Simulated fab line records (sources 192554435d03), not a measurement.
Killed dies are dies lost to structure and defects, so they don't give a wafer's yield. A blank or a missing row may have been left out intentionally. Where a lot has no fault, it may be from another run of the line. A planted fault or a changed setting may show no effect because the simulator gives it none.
Which tool did it?    flow n5-finfet    27 wafers from 9 lots sampled at 7 of the route's 1938 steps

== WHAT THE GAUGES SHOWED, per wafer ==
N5_DUMMY_GATE_CD_MEAS_24 targets a cd of 15 nm. Usual: 14.8 nm for cd-nm, sd 0.53.
lot   measured     on         cd-nm (nm)      flag
L259  day 3 07:07  cd-sem-01  14.7 14.4 14.2  
L261  day 3 17:00  cd-sem-02  14.7 14.6 14.9  
L266  day 5 00:59  cd-sem-03  14.9 15.4 14.6  
L269  day 5 17:25  cd-sem-01  15.3 15.0 14.4  
L272  day 6 11:33  cd-sem-02  14.9 14.6 14.7  
L277  day 7 19:38  cd-sem-03  15.4 15.1 15.1  
L279  day 8 09:17  cd-sem-01  14.3 14.0 14.3  
L280  day 8 11:43  cd-sem-01  14.6 15.3 15.2  
L281  day 8 18:49  cd-sem-01  15.0 14.4 13.7  

N5_SD_EPI_N_EPI_MEAS_23. Usual: 59.1 nm for thk-nm, sd 1.2.
lot   measured     on             thk-nm (nm)     flag
L259  day 3 12:16  film-metro-02  59.0 60.0 59.2  
L261  day 3 22:01  film-metro-02  59.0 59.5 56.3  
L266  day 5 05:51  film-metro-02  70.2 70.8 72.3  OFF
L269  day 5 22:44  film-metro-02  73.5 70.3 71.6  OFF
L272  day 6 17:01  film-metro-02  56.1 57.3 57.3  
L277  day 8 02:01  film-metro-02  57.0 60.2 60.8  
L279  day 8 14:36  film-metro-01  59.9 59.3 59.7  
L280  day 8 17:55  film-metro-02  58.8 59.9 59.2  
L281  day 9 03:06  film-metro-02  58.6 60.5 58.4  

N5_SD_ACTIVATION_RS_MEAS_03: a four-point-probe measurement. Usual: RS_SD_N 21.89 ohm/sq, standard deviation 0.28; RS_SD_P 56.2 ohm/sq, standard deviation 0.9.
lot   measured     on             RS_SD_N (ohm/sq)   RS_SD_P (ohm/sq)  flag
L259  day 3 17:33  film-metro-02  21.82 21.71 21.99  57.0 57.0 57.5    
L261  day 4 03:14  film-metro-02  21.91 22.00 22.28  58.0 57.5 57.2    
L266  day 5 11:20  film-metro-02  17.36 18.01 17.61  54.2 53.7 53.8    OFF
L269  day 6 04:56  film-metro-01  17.40 17.55 17.80  56.1 55.9 55.7    OFF
L272  day 6 22:09  film-metro-01  22.46 22.06 22.26  56.1 56.4 56.2    
L277  day 8 07:14  film-metro-01  22.30 22.42 22.27  55.6 55.5 55.0    
L279  day 8 19:40  film-metro-01  22.21 21.82 22.02  55.6 56.5 55.1    
L280  day 8 23:11  film-metro-01  21.77 21.68 21.60  56.8 55.7 56.4    
L281  day 9 10:15  film-metro-02  21.69 21.90 21.76  56.8 55.4 56.3    

N5_BEOL_M4_RC_MEAS_101. Usual: DIBL_N 37.5 mV/V, standard deviation 2.5; DIBL_P 38 mV/V, standard deviation 3.1; IOFF_N 0.19 nA/um, standard deviation 0.059; IOFF_P 0.24 nA/um, standard deviation 0.061; ION_N 679 uA/um, standard deviation 16; ION_P 465 uA/um, standard deviation 9.8; RS_SD_N 28.4 ohm/sq, standard deviation 0.39; SS_N 72.0 mV/dec, standard deviation 0.8; SS_P 73.7 mV/dec, standard deviation 0.86; VT_N 248 mV, standard deviation 4.5; VT_P -249 mV, standard deviation 3.5.
lot   measured      on         DIBL_N (mV/V)   DIBL_P (mV/V)  IOFF_N (nA/um)  IOFF_P (nA/um)  ION_N (uA/um)  ION_P (uA/um)  RS_SD_N (ohm/sq)  SS_N (mV/dec)   SS_P (mV/dec)   VT_N (mV)    VT_P (mV)       flag
L259  day 8 02:04   prober-02  37.3 37.3 37.4  38 40 38       0.18 0.19 0.18  0.23 0.27 0.22  677 675 676    459 465 460    28.5 28.4 28.3    72.0 72.5 72.6  73.5 74.2 73.8  250 248 255  -250 -248 -252  
L261  day 8 20:26   prober-01  35.7 33.3 37.1  36 34 38       0.15 0.11 0.18  0.19 0.17 0.24  673 651 669    458 455 461    28.3 28.6 28.4    71.9 70.6 71.6  72.4 71.8 73.8  253 255 248  -250 -253 -249  
L266  day 10 21:11  prober-01  35.2 39.6 38.0  35 39 37       0.12 0.21 0.16  0.16 0.24 0.20  669 685 664    453 467 452    22.7 22.8 22.9    70.9 72.1 71.7  73.2 74.1 73.1  258 245 249  -253 -249 -251  OFF
L269  day 11 12:04  prober-02  39.9 37.4 43.1  40 38 45       0.27 0.19 0.42  0.28 0.24 0.43  707 685 727    469 463 484    22.6 23.2 22.7    72.0 72.1 73.1  73.5 73.4 74.8  241 246 236  -247 -248 -242  OFF
L272  day 11 19:13  prober-02  35.8 36.5 38.3  36 37 38       0.13 0.14 0.19  0.21 0.21 0.27  659 658 682    465 455 471    29.2 29.0 28.8    71.9 71.5 72.0  73.3 73.3 74.3  256 252 248  -249 -250 -248  
L277  day 13 00:09  prober-02  37.6 35.7 37.4  37 34 36       0.19 0.16 0.20  0.24 0.21 0.24  683 667 685    463 462 466    28.9 28.9 28.8    72.1 71.5 72.0  73.9 73.3 73.8  249 249 244  -249 -250 -250  
L279  day 13 22:26  prober-01  38.6 39.0 39.9  42 39 41       0.21 0.20 0.23  0.29 0.23 0.26  685 676 687    475 455 466    28.7 28.6 28.3    72.0 71.8 72.2  74.4 74.7 74.6  247 247 245  -249 -251 -249  
L280  day 14 00:07  prober-02  37.5 34.7 37.5  39 35 40       0.18 0.13 0.19  0.22 0.17 0.26  679 673 677    466 459 463    28.4 28.3 28.1    72.5 71.5 72.1  73.7 73.4 74.5  251 254 248  -252 -252 -249  
L281  day 14 05:08  prober-02  36.5 36.5 36.0  37 39 37       0.18 0.19 0.15  0.22 0.27 0.20  681 690 677    462 476 461    28.2 28.2 28.1    72.6 72.7 72.3  73.0 74.0 73.7  250 247 253  -249 -247 -253  

== TOOL THAT RAN EACH LOT (tool first, then ch and the chambers of the sampled wafers, then the start) ==
lot   N5_DUMMY_GATE_STRIP_48             N5_SD_EPI_N_STRIP_38                 N5_SD_EPI_N_EPI_21
L259  rie-diel-04 ch 0,3, day 3 07:20    plasma-asher-01 ch 0,1, day 3 09:25  epi-rpcvd-04 ch 0, day 3 11:05
L261  rie-diel-02 ch 0,1,3, day 3 17:14  plasma-asher-01 ch 0,1, day 3 19:23  epi-rpcvd-01 ch 0, day 3 20:17
L266  rie-diel-02 ch 0,1,2, day 5 01:05  plasma-asher-01 ch 0,1, day 5 03:14  epi-rpcvd-02 ch 0, day 5 04:08
L269  rie-diel-02 ch 0,3, day 5 17:31    plasma-asher-01 ch 1, day 5 20:07    epi-rpcvd-02 ch 0, day 5 21:02
L272  rie-diel-06 ch 0,3, day 6 11:38    plasma-asher-02 ch 0,1, day 6 13:41  epi-rpcvd-01 ch 0, day 6 15:28
L277  rie-diel-06 ch 0,1,3, day 7 19:44  plasma-asher-02 ch 0,1, day 7 22:40  epi-rpcvd-04 ch 0, day 8 00:28
L279  rie-diel-04 ch 1,2, day 8 09:23    plasma-asher-02 ch 1, day 8 11:59    epi-rpcvd-04 ch 0, day 8 12:53
L280  rie-diel-06 ch 0,1,2, day 8 11:49  plasma-asher-02 ch 0,1, day 8 15:16  epi-rpcvd-02 ch 0, day 8 16:28
L281  rie-diel-04 ch 0,2,3, day 8 18:55  plasma-asher-02 ch 0, day 8 21:39    epi-rpcvd-01 ch 0, day 8 23:05
- N5_DUMMY_GATE_STRIP_48: strips in N2/H2, time 20 s.
- N5_SD_EPI_N_STRIP_38: strips in N2/H2.
- N5_SD_EPI_N_EPI_21: deposits Si:P, time 690 s.

== AS READ BY THE TOOLS THEMSELVES (means over the sampled wafers that have a number; for cases with no such wafer, the mark the record gives instead) ==
N5_DUMMY_GATE_STRIP_48. Usual: drypump-motor-current-A 5.5 A, standard deviation 0.38; oes-product-au 0.78 a.u., standard deviation 0.082; rf-vpp-V 45.3 V, standard deviation 0.79; showerhead-plenum-p-Torr 3.40 Torr, standard deviation 0.12; throttle-valve-pct 12.28 %, standard deviation 0.18.
lot   tool         drypump-motor-current-A (A)  oes-product-au (a.u.)  rf-vpp-V (V)  showerhead-plenum-p-Torr (Torr)  throttle-valve-pct (%)  flag
L259  rie-diel-04  5.5                          0.81                   45.9          3.45                             12.19                   
L261  rie-diel-02  5.5                          0.80                   45.1          3.44                             12.41                   
L266  rie-diel-02  5.5                          0.71                   44.8          3.34                             12.40                   
L269  rie-diel-02  5.4                          0.84                   45.3          3.52                             12.50                   
L272  rie-diel-06  5.3                          0.85                   45.7          3.59                             12.09                   
L277  rie-diel-06  5.4                          0.82                   45.7          3.48                             12.20                   
L279  rie-diel-04  5.5                          0.71                   44.8          3.26                             12.28                   
L280  rie-diel-06  5.7                          0.79                   45.4          3.41                             12.32                   
L281  rie-diel-04  5.6                          0.76                   45.5          3.34                             12.22                   

N5_SD_EPI_N_STRIP_38. Usual: drypump-motor-current-A 5.3 A, standard deviation 0.37; heater-power-w 351 W, standard deviation 30; oes-product-au 0.762 a.u., standard deviation 0.011.
lot   tool             drypump-motor-current-A (A)  heater-power-w (W)  oes-product-au (a.u.)  flag
L259  plasma-asher-01  5.7                          323                 0.750                  
L261  plasma-asher-01  5.7                          315                 0.760                  
L266  plasma-asher-01  5.7                          328                 0.776                  
L269  plasma-asher-01  5.7                          307                 0.759                  
L272  plasma-asher-02  4.9                          379                 0.766                  
L277  plasma-asher-02  4.9                          373                 0.761                  
L279  plasma-asher-02  5.2                          388                 0.759                  
L280  plasma-asher-02  5.1                          382                 0.752                  
L281  plasma-asher-02  4.8                          372                 0.765                  

N5_SD_EPI_N_EPI_21. Usual: chamber-pressure-Torr 255.1 Torr, standard deviation 0.64; lamp-inner-pct 14.1 %, standard deviation 0.49.
lot   tool          chamber-pressure-Torr (Torr)  lamp-inner-pct (%)  flag
L259  epi-rpcvd-04  255.6                         14.7                
L261  epi-rpcvd-01  255.5                         14.3                
L266  epi-rpcvd-02  393.9                         13.5                OFF
L269  epi-rpcvd-02  394.1                         13.6                OFF
L272  epi-rpcvd-01  254.7                         14.4                
L277  epi-rpcvd-04  254.8                         14.6                
L279  epi-rpcvd-04  254.5                         14.6                
L280  epi-rpcvd-02  254.5                         13.5                
L281  epi-rpcvd-01  254.9                         14.4                

== THE ANSWER, worked out from the rows above alone ==
Rule: take the mean of a lot's wafers that have a number; if it is more than 3 standard deviations from the usual mean, the lot is off. A lot without any number at a reading at which 4 lots or more have one is off too. All remaining lots with rows at the step are treated as sound. Order of review: gauges by route order, followed by the tools' own readings, for which a lot's mean as printed above is used. At the first step where some lot is off, the reading lying furthest off is the one used; lots without a number count as furthest.
Off at N5_SD_EPI_N_EPI_MEAS_23 (thk-nm): L266, L269.
A tool fits if, at a process step before that reading, it ran every lot that is off, and no sound lot after the first of them. The gauges at N5_SD_EPI_N_EPI_MEAS_23 aren't tried: what is off there is off at N5_BEOL_M4_RC_MEAS_101 too, on other tools, and a gauge's error can't cause that. This does not decide it: 2 tools fit, namely rie-diel-02 at N5_DUMMY_GATE_STRIP_48 and plasma-asher-01 at N5_SD_EPI_N_STRIP_38.

== WHAT THE SIMULATOR PUT IN ==
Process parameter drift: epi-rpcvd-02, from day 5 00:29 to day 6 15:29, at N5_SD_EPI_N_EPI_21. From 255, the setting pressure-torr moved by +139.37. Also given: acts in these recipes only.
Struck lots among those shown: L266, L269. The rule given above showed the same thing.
